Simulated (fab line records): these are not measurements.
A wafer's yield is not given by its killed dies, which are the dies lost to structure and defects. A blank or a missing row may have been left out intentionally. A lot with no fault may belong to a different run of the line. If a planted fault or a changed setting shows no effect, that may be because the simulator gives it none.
fab line records	flow n5_finfet
record: lots: 24	wafers: 72	last_day: 17
route steps=1938 shown MOL_CONTACT_COAG@573 BEOL_M0_SAQP@675 BEOL_M0_CUTY@710
lots that met no fault: taken from a fault-free run of the same line
start_h: start of the lot's first displayed wafer, in hours after the record's first day	wait_h: time in hours since the lot's previous step	" as in the row above	L1.1+2: a single row standing in for several wafers	- value missing, or start not given	* or withheld: withheld	< > ~ a bound
route shown NAME@n: names a module that has steps shown in the file, with the first one's number in the route	usual: mean/standard deviation of fault-free wafers	same: alike in all rows	chamber/n: place in a boat	sites: per-site readings	_std_site: their standard deviation	_edge_site: inner sites' mean taken away from outer sites' mean	radius_mm: how far each site lies from the wafer's centre	mask NAME#n: copy n	behind: tool/chamber where the wafer was last shaped	hold: what put the lot on hold/how long, in hours/how the hold closed	device: the transistor (n, p or np) that didn't switch	end of line: the tests these same wafers got at the end of their route	step lacking rows: just its recipe	killed: not the wafer's yield, but the dies lost to structure and defects at the first sort	map: dies across one wafer; x = killed, . = not, _ = none there
set.NAME: the setting as run; set.NAME@STEP: as run at that earlier step	model.NAME: the simulator's own value behind a step, which no gauge read
the route's steps for a sample of lots (tables are steps, rows are wafers)
services: when a tool's chamber went out of use (start_h, in hours from the record's first day, below 0 if earlier), for how many hours, and the reason
== steps ==
step: N5_MOL_CONTACT_COAG_CD_MEAS_84
recipe: target_cd_nm: 25.1	landing_energy_ev: 500	detector: se_inlens	polarity: opening
usual: cd_nm: 25.08/0.25
lot.wafer	tool	chamber	start_h	wait_h	cd_nm
L074.2	cd_sem-01	0	102.21	-	25.45
L074.3	"	0	"	"	25.57
L074.4	"	0	"	"	25.25
L075.4	cd_sem-02	0	103.60	-	25.11
L075.5	"	0	"	"	25.21
L075.6	"	0	"	"	25.08
L076.2	cd_sem-02	0	111.11	-	25.13
L076.3	"	0	"	"	25.07
L076.6	"	0	"	"	25.43
L077.3	cd_sem-03	0	114.71	-	25.18
L077.5	"	0	"	"	24.61
L077.6	"	0	"	"	24.81
L078.2	cd_sem-03	0	123.78	-	25.13
L078.3	"	0	"	"	25.35
L078.4	"	0	"	"	25.08
L079.1	cd_sem-01	0	131.48	-	25.64
L079.2	"	0	"	"	25.17
L079.6	"	0	"	"	25.20
L080.1	cd_sem-01	0	132.12	-	25.48
L080.3	"	0	"	"	25.25
L080.4	"	0	"	"	25.18
L081.1	cd_sem-01	0	141.59	-	24.93
L081.3	"	0	"	"	25.02
L081.6	"	0	"	"	25.04
L082.1	cd_sem-03	0	145.43	-	24.83
L082.3	"	0	"	"	25.01
L082.4	"	0	"	"	25.27
L083.1	cd_sem-02	0	149.68	-	24.84
L083.4	"	0	"	"	25.20
L083.5	"	0	"	"	25.29
L084.2	cd_sem-01	0	156.02	-	24.87
L084.3	"	0	"	"	24.48
L084.6	"	0	"	"	24.69
L085.2	cd_sem-02	0	165.47	-	25.36
L085.4	"	0	"	"	24.96
L085.5	"	0	"	"	25.61
L086.2	cd_sem-02	0	169.49	-	25.40
L086.3	"	0	"	"	25.04
L086.6	"	0	"	"	25.11
L087.3	cd_sem-02	0	175.67	-	25.34
L087.5	"	0	"	"	25.04
L087.6	"	0	"	"	24.76
L088.1	cd_sem-03	0	183.60	-	24.79
L088.5	"	0	"	"	24.48
L088.6	"	0	"	"	24.69
L089.1	cd_sem-01	0	189.87	-	24.95
L089.2	"	0	"	"	24.80
L089.3	"	0	"	"	25.11
L090.1	cd_sem-03	0	193.73	-	25.14
L090.3	"	0	"	"	25.18
L090.5	"	0	"	"	24.83
L091.2	cd_sem-03	0	196.90	-	25.33
L091.5	"	0	"	"	25.37
L091.6	"	0	"	"	25.06
L092.1	cd_sem-02	0	204.25	-	25.14
L092.2	"	0	"	"	24.28
L092.4	"	0	"	"	24.86
L093.2	cd_sem-03	0	209.87	-	25.39
L093.3	"	0	"	"	25.24
L093.4	"	0	"	"	25.31
L094.3	cd_sem-03	0	221.41	-	25.40
L094.4	"	0	"	"	24.69
L094.6	"	0	"	"	24.52
L095.2	cd_sem-01	0	222.02	-	25.05
L095.5	"	0	"	"	25.07
L095.6	"	0	"	"	25.19
L096.4	cd_sem-03	0	231.01	-	25.10
L096.5	"	0	"	"	25.11
L096.6	"	0	"	"	24.78
L097.2	cd_sem-03	0	238.87	-	25.34
L097.4	"	0	"	"	25.04
L097.6	"	0	"	"	25.22
step: N5_MOL_CONTACT_COAG_ETCHBACK_134
recipe: chemistry: CHF3	target: SiO2	target_depth_a: 100	time_s: 6.7	ion_energy_ev: 200	pressure_mtorr: 30	source_w: 610	bias_w: 170	Ar_flow_sccm: 200	CHF3_flow_sccm: 50
usual: drypump_motor_current_A: 5.7/0.51	oes_product_au: 0.83/0.091	rf_vpp_V: 521/18	showerhead_plenum_p_Torr: 2.37/0.058	throttle_valve_pct: 18.78/0.24
lot.wafer	tool	chamber	start_h	wait_h	drypump_motor_current_A	oes_product_au	rf_hours_counter_h	rf_vpp_V	showerhead_plenum_p_Torr	throttle_valve_pct
L074.2	rie_diel-05	0	105.30	0.1	5.1	0.90	34	524	2.36	18.67
L074.3	"	2	"	"	6.7	0.71	156	510	2.35	19.01
L074.4	"	0	"	"	5.1	0.89	-	526	2.36	18.66
L075.4	rie_diel-01	0	105.96	0.1	6.3	0.81	115	538	2.42	18.81
L075.5	"	2	"	"	5.3	0.79	-	491	2.51	18.84
L075.6	"	1	"	"	5.8	0.70	-	532	2.36	19.31
L076.2	rie_diel-04	1	112.98	0.1	5.4	0.89	29	492	2.45	18.82
L076.3	"	0	"	"	5.9	0.80	102	506	2.29	18.53
L076.6	"	0	"	"	5.9	0.79	-	507	2.29	18.53
L077.3	rie_diel-05	3	117.38	0.1	5.0	1.01	0	519	2.36	18.62
L077.5	"	0	"	"	5.1	0.89	-	526	2.35	18.68
L077.6	"	1	"	"	5.8	0.90	-	539	2.33	18.63
L078.2	rie_diel-05	1	125.47	0.1	5.8	0.89	32	540	2.33	18.64
L078.3	"	2	"	"	6.7	0.72	165	510	2.34	19.02
L078.4	"	0	"	"	5.0	0.88	43	524	2.35	18.70
L079.1	rie_diel-04	2	134.37	0.5	5.3	0.96	5	534	2.35	18.49
L079.2	"	0	"	"	5.9	0.78	110	506	2.29	18.54
L079.6	"	2	"	"	5.3	0.97	-	535	2.35	18.45
L080.1	rie_diel-04	2	134.85	0.1	5.4	0.97	6	534	2.35	18.46
L080.3	"	0	"	"	5.9	0.78	110	505	2.29	18.54
L080.4	"	1	"	"	5.4	0.88	38	491	2.45	18.81
L081.1	rie_diel-05	3	143.42	0.1	5.0	0.96	11	520	2.36	18.67
L081.3	"	0	"	"	5.1	0.86	51	526	2.35	18.70
L081.6	"	1	"	"	5.8	0.87	-	538	2.33	18.66
L082.1	rie_diel-05	0	147.54	0.1	5.1	0.88	52	526	2.35	18.72
L082.3	"	1	"	"	5.8	0.88	40	541	2.33	18.67
L082.4	"	2	"	"	6.7	0.71	173	511	2.34	19.04
L083.1	rie_diel-05	0	151.92	0.1	5.1	0.87	53	525	2.35	18.70
L083.4	"	1	"	"	5.8	0.88	41	542	2.33	18.67
L083.5	"	2	"	"	6.7	0.71	-	511	2.34	19.03
L084.2	rie_diel-01	1	158.77	0.1	5.7	0.69	217	532	2.35	19.35
L084.3	"	0	"	"	6.3	0.78	134	539	2.41	18.85
L084.6	"	3	"	"	6.0	0.80	-	539	2.43	18.99
L085.2	rie_diel-04	2	167.96	0.1	5.4	0.94	15	534	2.34	18.49
L085.4	"	3	"	"	6.0	0.95	19	540	2.34	18.46
L085.5	"	2	"	"	5.3	0.94	-	533	2.34	18.50
L086.2	rie_diel-04	3	171.30	0.1	6.0	0.95	20	540	2.34	18.45
L086.3	"	0	"	"	5.9	0.77	121	505	2.28	18.57
L086.6	"	1	"	"	5.4	0.86	-	491	2.44	18.81
L087.3	rie_diel-04	3	177.48	0.1	6.0	0.94	22	540	2.34	18.47
L087.5	"	1	"	"	5.4	0.85	-	491	2.44	18.84
L087.6	"	2	"	"	5.3	0.92	-	534	2.34	18.49
L088.1	rie_diel-04	1	185.88	0.2	5.4	0.86	56	491	2.44	18.86
L088.5	"	0	"	"	5.9	0.77	-	504	2.28	18.56
L088.6	"	1	"	"	5.4	0.85	-	492	2.44	18.86
L089.1	rie_diel-01	3	192.22	0.2	6.0	0.80	102	536	2.43	19.03
L089.2	"	2	"	"	5.3	0.76	139	490	2.50	18.90
L089.3	"	0	"	"	6.3	0.78	144	537	2.41	18.87
L090.1	rie_diel-05	0	195.57	0.1	5.1	0.85	68	523	2.34	18.71
L090.3	"	1	"	"	5.8	0.86	57	539	2.32	18.67
L090.5	"	1	"	"	5.8	0.85	-	540	2.32	18.69
L091.2	rie_diel-05	0	198.98	0.4	5.1	0.84	69	526	2.34	18.72
L091.5	"	3	"	"	5.0	0.91	-	521	2.35	18.69
L091.6	"	2	"	"	6.7	0.69	-	510	2.33	19.08
L092.1	rie_diel-01	0	206.10	0.1	6.3	0.79	148	538	2.41	18.86
L092.2	"	3	"	"	6.0	0.80	106	536	2.43	19.01
L092.4	"	1	"	"	5.8	0.68	231	531	2.35	19.35
L093.2	rie_diel-01	3	212.15	0.1	6.0	0.80	108	538	2.43	19.03
L093.3	"	0	"	"	6.3	0.77	150	538	2.41	18.86
L093.4	"	1	"	"	5.7	0.68	233	530	2.35	19.35
L094.3	rie_diel-04	1	223.12	0.1	5.4	0.84	69	489	2.44	18.86
L094.4	"	0	"	"	5.9	0.75	141	505	2.28	18.58
L094.6	"	3	"	"	6.0	0.91	-	541	2.33	18.50
L095.2	rie_diel-01	0	223.73	0.1	6.3	0.78	154	538	2.41	18.87
L095.5	"	3	"	"	6.0	0.80	-	539	2.43	19.03
L095.6	"	2	"	"	5.3	0.74	-	492	2.50	18.92
L096.4	rie_diel-05	3	232.71	0.1	5.0	0.88	-	519	2.35	18.69
L096.5	"	0	"	"	5.1	0.84	-	523	2.34	18.75
L096.6	"	2	"	"	6.7	0.69	-	511	2.33	19.08
L097.2	rie_diel-04	0	240.93	0.1	5.9	0.75	146	506	2.27	18.60
L097.4	"	2	"	"	5.4	0.89	38	534	2.33	18.51
L097.6	"	1	"	"	5.4	0.83	-	491	2.43	18.87
step: N5_BEOL_M0_SAQP_RECESS_109
recipe: chemistry: HF/NH3	target: SiO2	target_depth_a: 30	afs_cycles: 1	temp_c: 30	sublimation_temp_c: 180	sublimation_time_s: 60
usual: drypump_motor_current_A: 5.7/0.33
same: sublimation_time_s: 60
lot.wafer	tool	chamber	start_h	wait_h	drypump_motor_current_A
L074.2	vapor_etch-02	0	114.55	0.0	6.0
L074.3	"	0	"	"	6.0
L074.4	"	1	"	"	5.5
L075.4	vapor_etch-02	0	117.79	0.1	6.0
L075.5	"	1	"	"	5.5
L075.6	"	0	"	"	6.0
L076.2	vapor_etch-02	0	122.58	0.0	6.0
L076.3	"	1	"	"	5.5
L076.6	"	1	"	"	5.5
L077.3	vapor_etch-01	0	127.63	0.1	6.1
L077.5	"	0	"	"	6.1
L077.6	"	1	"	"	5.3
L078.2	vapor_etch-01	0	133.90	0.0	6.1
L078.3	"	0	"	"	6.1
L078.4	"	1	"	"	5.3
L079.1	vapor_etch-01	0	142.77	0.0	6.1
L079.2	"	1	"	"	5.3
L079.6	"	0	"	"	6.1
L080.1	vapor_etch-01	0	146.23	0.0	6.2
L080.3	"	0	"	"	6.1
L080.4	"	1	"	"	5.3
L081.1	vapor_etch-02	0	152.49	0.0	6.0
L081.3	"	0	"	"	6.0
L081.6	"	1	"	"	5.5
L082.1	vapor_etch-02	0	156.34	0.0	6.0
L082.3	"	0	"	"	6.0
L082.4	"	1	"	"	5.5
L083.1	vapor_etch-01	0	160.88	0.0	6.1
L083.4	"	1	"	"	5.3
L083.5	"	1	"	"	5.3
L084.2	vapor_etch-02	1	168.44	0.0	5.5
L084.3	"	0	"	"	6.0
L084.6	"	1	"	"	5.5
L085.2	vapor_etch-01	1	177.37	0.0	5.3
L085.4	"	1	"	"	5.3
L085.5	"	0	"	"	6.1
L086.2	vapor_etch-01	0	184.42	0.2	6.1
L086.3	"	1	"	"	5.3
L086.6	"	1	"	"	5.3
L087.3	vapor_etch-02	1	186.70	0.1	5.5
L087.5	"	0	"	"	6.0
L087.6	"	1	"	"	5.5
L088.1	vapor_etch-01	0	195.99	0.0	6.1
L088.5	"	0	"	"	6.1
L088.6	"	1	"	"	5.3
L089.1	vapor_etch-02	0	200.49	0.0	6.0
L089.2	"	1	"	"	5.5
L089.3	"	1	"	"	5.5
L090.1	vapor_etch-01	1	204.67	0.0	5.3
L090.3	"	1	"	"	5.3
L090.5	"	1	"	"	5.3
L091.2	vapor_etch-01	0	208.78	0.2	6.1
L091.5	"	0	"	"	6.1
L091.6	"	1	"	"	5.3
L092.1	vapor_etch-02	1	215.01	0.0	5.5
L092.2	"	0	"	"	6.0
L092.4	"	0	"	"	6.0
L093.2	vapor_etch-02	0	221.54	0.0	6.0
L093.3	"	0	"	"	6.0
L093.4	"	1	"	"	5.5
L094.3	vapor_etch-02	0	231.74	0.1	6.0
L094.4	"	1	"	"	5.5
L094.6	"	0	"	"	6.0
L095.2	vapor_etch-01	0	235.49	0.0	6.1
L095.5	"	1	"	"	5.3
L095.6	"	0	"	"	6.1
L096.4	vapor_etch-02	1	241.50	0.1	5.5
L096.5	"	0	"	"	6.0
L096.6	"	1	"	"	5.5
L097.2	vapor_etch-01	1	249.16	0.0	5.3
L097.4	"	0	"	"	6.1
L097.6	"	1	"	"	5.3
step: N5_BEOL_M0_SAQP_SPACER2_ETCHBACK_27
recipe: chemistry: CHF3/O2	mode: anisotropic_etchback	target: SiO2	target_depth_a: 225	time_s: 11.25	pressure_mtorr: 30	source_w: 650	bias_w: 170	Ar_flow_sccm: 200	CHF3_flow_sccm: 50	O2_flow_sccm: 5	ion_energy_ev: 200
usual: O2_flow_sccm: 5.001/0.015	drypump_motor_current_A: 5.6/0.44	oes_product_au: 0.78/0.088	rf_vpp_V: 514/12	showerhead_plenum_p_Torr: 2.38/0.11	throttle_valve_pct: 18.99/0.25
lot.wafer	tool	chamber	start_h	wait_h	O2_flow_sccm	drypump_motor_current_A	oes_product_au	rf_hours_counter_h	rf_vpp_V	showerhead_plenum_p_Torr	throttle_valve_pct
L074.2	rie_diel-03	0	115.26	0.3	4.981	5.9	0.70	195	509	2.50	18.85
L074.3	"	2	"	"	5.003	5.3	0.90	23	522	2.37	18.98
L074.4	"	3	"	"	5.005	6.5	0.71	214	503	2.27	18.83
L075.4	rie_diel-02	2	118.44	0.3	5.009	5.7	0.87	55	504	2.34	18.76
L075.5	"	0	"	"	5.001	5.7	0.75	-	526	2.25	19.19
L075.6	"	3	"	"	4.987	6.0	0.67	-	534	2.50	19.12
L076.2	rie_diel-02	1	123.28	0.3	5.017	5.4	0.71	212	502	2.39	19.35
L076.3	"	0	"	"	4.992	5.7	0.75	123	525	2.25	19.21
L076.6	"	1	"	"	5.011	5.5	0.70	-	500	2.39	19.34
L077.3	rie_diel-03	2	128.29	0.3	4.998	5.3	0.88	27	523	2.36	19.00
L077.5	"	1	"	"	4.993	5.0	0.93	-	509	2.56	18.58
L077.6	"	0	"	"	5.001	5.9	0.69	-	509	2.50	18.84
L078.2	rie_diel-02	2	134.59	0.3	4.978	5.7	0.86	60	505	2.33	18.78
L078.3	"	1	"	"	5.009	5.4	0.70	216	500	2.39	19.36
L078.4	"	3	"	"	4.985	6.0	0.67	242	533	2.50	19.11
L079.1	rie_diel-02	1	143.46	0.3	4.991	5.5	0.70	219	501	2.39	19.36
L079.2	"	2	"	"	5.006	5.7	0.85	63	504	2.33	18.79
L079.6	"	1	"	"	5.000	5.5	0.70	-	500	2.39	19.37
L080.1	rie_diel-02	0	146.92	0.3	5.005	5.7	0.76	131	525	2.24	19.21
L080.3	"	3	"	"	5.006	6.0	0.67	246	533	2.50	19.13
L080.4	"	1	"	"	5.019	5.5	0.71	220	500	2.39	19.36
L081.1	rie_diel-02	2	153.23	0.3	5.014	5.7	0.84	66	505	2.33	18.79
L081.3	"	0	"	"	5.021	5.7	0.74	133	525	2.24	19.22
L081.6	"	2	"	"	5.025	5.6	0.85	-	506	2.33	18.80
L082.1	rie_diel-03	1	157.03	0.3	4.993	5.0	0.91	19	509	2.56	18.60
L082.3	"	3	"	"	5.001	6.5	0.69	226	501	2.26	18.87
L082.4	"	0	"	"	5.018	5.9	0.68	205	510	2.49	18.87
L083.1	rie_diel-02	0	161.60	0.3	5.002	5.7	0.74	136	525	2.24	19.21
L083.4	"	1	"	"	5.020	5.5	0.70	-	502	2.39	19.37
L083.5	"	0	"	"	4.992	5.7	0.74	-	526	2.24	19.23
L084.2	rie_diel-03	3	169.65	0.3	5.008	6.5	0.69	228	501	2.26	18.85
L084.3	"	0	"	"	5.010	5.9	0.68	209	510	2.49	18.86
L084.6	"	3	"	"	5.005	6.5	0.70	-	499	2.26	18.88
L085.2	rie_diel-02	0	178.06	0.3	4.992	5.7	0.73	142	524	2.24	19.22
L085.4	"	1	"	"	5.022	5.5	0.69	230	501	2.38	19.36
L085.5	"	0	"	"	4.994	5.7	0.74	-	524	2.24	19.23
L086.2	rie_diel-03	3	185.12	0.3	4.984	6.5	0.68	234	500	2.26	18.89
L086.3	"	1	"	"	5.010	5.0	0.88	29	510	2.56	18.62
L086.6	"	3	"	"	5.015	6.4	0.68	-	502	2.26	18.87
L087.3	rie_diel-03	2	188.79	0.3	4.999	5.3	0.84	47	524	2.36	19.02
L087.5	"	2	"	"	4.990	5.3	0.83	-	521	2.36	19.01
L087.6	"	1	"	"	4.981	5.0	0.88	-	507	2.56	18.59
L088.1	rie_diel-06	0	196.78	0.4	5.000	6.2	0.71	224	530	2.28	19.31
L088.5	"	1	"	"	5.017	5.4	0.79	-	512	2.54	18.84
L088.6	"	0	"	"	4.992	6.3	0.70	-	530	2.27	19.28
L089.1	rie_diel-02	2	201.19	0.3	4.983	5.7	0.83	82	504	2.33	18.81
L089.2	"	0	"	"	5.008	5.7	0.74	148	526	2.24	19.23
L089.3	"	1	"	"	4.987	5.5	0.68	237	499	2.38	19.37
L090.1	rie_diel-02	2	205.51	0.4	5.013	5.6	0.83	83	506	2.33	18.81
L090.3	"	3	"	"	5.035	6.0	0.95	8	533	2.49	18.71
L090.5	"	1	"	"	4.976	5.4	0.69	-	501	2.38	19.39
L091.2	rie_diel-03	3	209.62	0.3	5.005	6.5	0.68	244	501	2.26	18.90
L091.5	"	2	"	"	4.996	5.3	0.84	-	524	2.35	19.04
L091.6	"	3	"	"	5.010	6.5	0.68	-	501	2.26	18.89
L092.1	rie_diel-03	2	215.77	0.4	5.008	5.3	0.83	59	521	2.35	19.05
L092.2	"	3	"	"	5.026	6.5	0.68	247	500	2.26	18.90
L092.4	"	3	"	"	5.025	6.5	0.67	-	500	2.26	18.87
L093.2	rie_diel-06	0	222.28	0.3	4.987	6.2	0.70	232	531	2.27	19.29
L093.3	"	3	"	"	5.005	4.8	0.81	105	517	2.40	18.87
L093.4	"	2	"	"	5.000	4.7	0.68	240	511	2.39	19.32
L094.3	rie_diel-02	3	232.40	0.3	5.014	6.0	0.93	16	532	2.49	18.72
L094.4	"	0	"	"	4.962	5.7	0.73	157	524	2.24	19.26
L094.6	"	3	"	"	5.021	6.0	0.93	-	534	2.49	18.73
L095.2	rie_diel-06	3	236.18	0.3	4.984	4.8	0.80	110	516	2.40	18.87
L095.5	"	1	"	"	4.986	5.4	0.79	-	511	2.54	18.87
L095.6	"	0	"	"	4.990	6.2	0.71	-	531	2.27	19.32
L096.4	rie_diel-02	2	242.16	0.3	5.010	5.6	0.81	94	505	2.32	18.84
L096.5	"	2	"	"	5.011	5.6	0.81	-	506	2.32	18.84
L096.6	"	1	"	"	5.018	5.5	0.68	-	502	2.38	19.40
L097.2	rie_diel-02	0	249.86	0.3	5.011	5.7	0.73	161	525	2.23	19.26
L097.4	"	2	"	"	5.012	5.7	0.81	-	505	2.32	18.84
L097.6	"	0	"	"	5.001	5.7	0.72	-	524	2.23	19.25
step: N5_BEOL_M0_CUTY_INSPECT_59
recipe: mode: adi	inspect_instrument: macro
usual: raw_defect_count: 2.1/1.5
lot.wafer	tool	chamber	start_h	wait_h	raw_defect_count
L074.2	defect_inspect-01	-	117.44	0.0	2
L074.3	"	-	"	"	1
L074.4	"	-	"	"	3
L075.4	defect_inspect-02	-	120.81	0.0	4
L075.5	"	-	"	"	2
L075.6	"	-	"	"	0
L076.2	defect_inspect-02	-	125.38	0.0	1
L076.3	"	-	"	"	3
L076.6	"	-	"	"	1
L077.3	defect_inspect-01	-	130.46	0.0	1
L077.5	"	-	"	"	1
L077.6	"	-	"	"	0
L078.2	defect_inspect-01	-	136.71	0.0	0
L078.3	"	-	"	"	3
L078.4	"	-	"	"	3
L079.1	defect_inspect-01	-	145.47	0.0	1
L079.2	"	-	"	"	3
L079.6	"	-	"	"	6
L080.1	defect_inspect-01	-	149.16	0.0	5
L080.3	"	-	"	"	2
L080.4	"	-	"	"	2
L081.1	defect_inspect-01	-	155.36	0.0	0
L081.3	"	-	"	"	0
L081.6	"	-	"	"	2
L082.1	defect_inspect-01	-	159.06	0.0	6
L082.3	"	-	"	"	3
L082.4	"	-	"	"	3
L083.1	defect_inspect-01	-	163.62	0.0	2
L083.4	"	-	"	"	2
L083.5	"	-	"	"	2
L084.2	defect_inspect-01	-	171.76	0.0	3
L084.3	"	-	"	"	2
L084.6	"	-	"	"	3
L085.2	defect_inspect-01	-	180.07	0.0	6
L085.4	"	-	"	"	1
L085.5	"	-	"	"	1
L086.2	defect_inspect-02	-	187.16	0.0	7
L086.3	"	-	"	"	0
L086.6	"	-	"	"	1
L087.3	defect_inspect-02	-	190.93	0.0	1
L087.5	"	-	"	"	1
L087.6	"	-	"	"	4
L088.1	defect_inspect-01	-	198.89	0.0	1
L088.5	"	-	"	"	3
L088.6	"	-	"	"	2
L089.1	defect_inspect-01	-	203.33	0.0	1
L089.2	"	-	"	"	3
L089.3	"	-	"	"	1
L090.1	defect_inspect-02	-	207.60	0.0	1
L090.3	"	-	"	"	7
L090.5	"	-	"	"	0
L091.2	defect_inspect-02	-	211.59	0.0	1
L091.5	"	-	"	"	4
L091.6	"	-	"	"	2
L092.1	defect_inspect-02	-	218.12	0.0	2
L092.2	"	-	"	"	4
L092.4	"	-	"	"	2
L093.2	defect_inspect-01	-	224.57	0.0	3
L093.3	"	-	"	"	1
L093.4	"	-	"	"	0
L094.3	defect_inspect-01	-	234.72	0.0	0
L094.4	"	-	"	"	4
L094.6	"	-	"	"	2
L095.2	defect_inspect-01	-	238.12	0.0	1
L095.5	"	-	"	"	4
L095.6	"	-	"	"	1
L096.4	defect_inspect-01	-	244.44	0.0	2
L096.5	"	-	"	"	1
L096.6	"	-	"	"	2
L097.2	defect_inspect-01	-	251.86	0.0	3
L097.4	"	-	"	"	1
L097.6	"	-	"	"	2
step: N5_BEOL_M0_CUTY_DESCUM_61
recipe: chemistry: O2	time_s: 7.9	source_power_w: 50	bias_power_w: 20	pressure_mtorr: 20	rf_frequency_hz: 2.712e+07	temp_c: 40	resist: CAR-ArF-block	o2_flow_sccm: 225
usual: drypump_motor_current_A: 5.7/0.56	oes_product_au: 0.83/0.097	rf_vpp_V: 242.8/1	showerhead_plenum_p_Torr: 2.07/0.04	throttle_valve_pct: 20.47/0.29
lot.wafer	tool	chamber	start_h	wait_h	drypump_motor_current_A	oes_product_au	rf_hours_counter_h	rf_vpp_V	showerhead_plenum_p_Torr	throttle_valve_pct
L074.2	rie_diel-04	3	117.47	0.0	6.0	1.00	3	243.6	2.06	20.17
L074.3	"	0	"	"	5.9	0.81	103	242.0	2.01	20.23
L074.4	"	0	"	"	5.9	0.81	-	241.8	2.01	20.24
L075.4	rie_diel-05	2	120.85	0.0	6.7	0.73	163	242.3	2.07	20.79
L075.5	"	3	"	"	4.9	1.02	-	241.7	2.05	20.19
L075.6	"	2	"	"	6.7	0.73	-	244.2	2.07	20.79
L076.2	rie_diel-04	3	125.41	0.0	6.0	0.98	6	243.6	2.06	20.17
L076.3	"	1	"	"	5.4	0.91	34	243.2	2.15	20.42
L076.6	"	3	"	"	6.0	0.98	-	243.1	2.06	20.18
L077.3	rie_diel-05	1	131.18	0.7	5.8	0.88	34	243.7	2.07	20.54
L077.5	"	3	"	"	4.9	1.00	-	244.9	2.05	20.20
L077.6	"	0	"	"	5.1	0.90	-	241.2	2.04	20.29
L078.2	rie_diel-05	1	136.74	0.0	5.8	0.88	37	243.0	2.07	20.55
L078.3	"	0	"	"	5.1	0.88	48	243.2	2.04	20.28
L078.4	"	2	"	"	6.7	0.72	169	242.6	2.06	20.83
L079.1	rie_diel-05	1	145.50	0.0	5.8	0.89	39	243.1	2.07	20.54
L079.2	"	2	"	"	6.7	0.73	172	242.2	2.06	20.79
L079.6	"	3	"	"	5.0	0.98	-	244.0	2.05	20.20
L080.1	rie_diel-05	0	149.20	0.0	5.1	0.87	53	242.4	2.03	20.30
L080.3	"	3	"	"	5.0	0.98	13	242.2	2.05	20.22
L080.4	"	2	"	"	6.7	0.73	173	242.5	2.06	20.82
L081.1	rie_diel-05	3	155.71	0.3	5.0	0.96	15	242.6	2.04	20.20
L081.3	"	2	"	"	6.7	0.73	175	242.2	2.06	20.82
L081.6	"	3	"	"	4.9	0.97	-	243.2	2.04	20.23
L082.1	rie_diel-05	2	159.40	0.3	6.7	0.72	177	244.3	2.06	20.81
L082.3	"	3	"	"	5.0	0.98	17	242.4	2.04	20.22
L082.4	"	0	"	"	5.1	0.87	56	242.0	2.03	20.32
L083.1	rie_diel-05	2	163.66	0.0	6.7	0.73	178	242.5	2.06	20.83
L083.4	"	1	"	"	5.8	0.87	45	242.7	2.07	20.55
L083.5	"	1	"	"	5.8	0.88	-	241.6	2.07	20.56
L084.2	rie_diel-04	1	171.87	0.1	5.4	0.88	50	243.7	2.14	20.46
L084.3	"	2	"	"	5.4	0.94	16	243.5	2.07	20.22
L084.6	"	3	"	"	6.0	0.95	-	243.3	2.05	20.18
L085.2	rie_diel-05	0	180.29	0.2	5.1	0.86	64	241.4	2.03	20.32
L085.4	"	1	"	"	5.8	0.86	52	242.8	2.06	20.56
L085.5	"	0	"	"	5.1	0.85	-	242.5	2.03	20.30
L086.2	rie_diel-05	2	187.45	0.3	6.7	0.71	188	244.1	2.06	20.83
L086.3	"	1	"	"	5.8	0.85	55	242.2	2.06	20.56
L086.6	"	3	"	"	5.0	0.94	-	240.9	2.04	20.22
L087.3	rie_diel-01	2	190.97	0.0	5.3	0.76	139	244.1	2.17	20.39
L087.5	"	2	"	"	5.3	0.74	-	244.9	2.17	20.40
L087.6	"	1	"	"	5.8	0.68	-	243.0	2.08	21.19
L088.1	rie_diel-04	3	199.31	0.4	6.1	0.92	29	242.5	2.05	20.21
L088.5	"	3	"	"	6.0	0.92	-	243.0	2.05	20.21
L088.6	"	0	"	"	5.9	0.78	-	243.3	2.00	20.29
L089.1	rie_diel-05	0	203.37	0.0	5.1	0.85	71	241.0	2.03	20.31
L089.2	"	1	"	"	5.8	0.85	60	243.8	2.06	20.59
L089.3	"	3	"	"	5.0	0.94	32	242.8	2.04	20.23
L090.1	rie_diel-01	0	207.63	0.0	6.3	0.76	149	242.9	2.11	20.51
L090.3	"	3	"	"	6.0	0.79	106	243.8	2.09	20.43
L090.5	"	1	"	"	5.8	0.67	-	243.8	2.08	21.21
L091.2	rie_diel-01	3	211.67	0.1	6.0	0.80	108	243.0	2.09	20.43
L091.5	"	0	"	"	6.3	0.76	-	244.1	2.11	20.53
L091.6	"	1	"	"	5.7	0.68	-	243.1	2.08	21.22
L092.1	rie_diel-05	3	218.28	0.2	5.0	0.92	37	243.5	2.04	20.23
L092.2	"	1	"	"	5.8	0.85	66	242.3	2.06	20.57
L092.4	"	0	"	"	5.1	0.84	77	241.8	2.03	20.33
L093.2	rie_diel-04	2	224.66	0.1	5.4	0.90	33	244.3	2.06	20.25
L093.3	"	0	"	"	5.9	0.77	141	242.6	2.00	20.29
L093.4	"	1	"	"	5.4	0.85	69	243.4	2.14	20.50
L094.3	rie_diel-01	3	235.84	1.1	6.0	0.79	117	243.4	2.08	20.46
L094.4	"	2	"	"	5.3	0.73	154	244.8	2.16	20.40
L094.6	"	2	"	"	5.3	0.73	-	242.2	2.16	20.41
L095.2	rie_diel-01	2	238.15	0.0	5.3	0.74	155	244.2	2.16	20.40
L095.5	"	2	"	"	5.3	0.74	-	245.7	2.16	20.40
L095.6	"	1	"	"	5.7	0.68	-	242.2	2.07	21.23
L096.4	rie_diel-01	0	244.47	0.0	6.3	0.74	160	241.8	2.11	20.54
L096.5	"	2	"	"	5.3	0.73	-	244.6	2.16	20.43
L096.6	"	1	"	"	5.7	0.66	-	243.5	2.07	21.22
L097.2	rie_diel-04	1	251.90	0.0	5.4	0.84	80	243.3	2.13	20.50
L097.4	"	3	"	"	6.0	0.89	-	243.6	2.04	20.24
L097.6	"	0	"	"	5.9	0.77	-	240.4	2.00	20.31
== services ==
tool	chamber	start_h	hours	kind
rie_diel-04	0	87.45	6.6	repair
rie_diel-04	3	94.41	-	clean
rie_diel-04	3	94.41	-	consumable_replace:focus_ring
rie_diel-05	3	96.43	-	clean
rie_diel-05	3	96.43	-	consumable_replace:focus_ring
rie_diel-05	3	96.43	19.5	scheduled_down
rie_diel-05	3	96.43	19.5	vent_cycle
rie_diel-06	-	98.98	0.4	repair
rie_diel-04	2	108.99	-	clean
rie_diel-04	2	108.99	-	consumable_replace:focus_ring
rie_diel-04	2	108.99	10.1	scheduled_down
rie_diel-04	2	108.99	10.1	vent_cycle
rie_diel-03	0	115.96	8.9	repair
rie_diel-04	-	148.85	0.1	repair
vapor_etch-01	0	149.91	6.6	repair
rie_diel-02	3	159.07	-	clean
rie_diel-06	0	163.38	9.6	repair
rie_diel-04	2	172.28	4.3	repair
vapor_etch-01	-	177.72	0.4	repair
rie_diel-05	0	185.05	3.2	repair
rie_diel-04	-	190.71	1.6	repair
rie_diel-05	1	230.89	5.4	repair
rie_diel-04	2	242.38	12.5	repair
vapor_etch-02	-	246.46	2.8	pm
== key ==
fault none
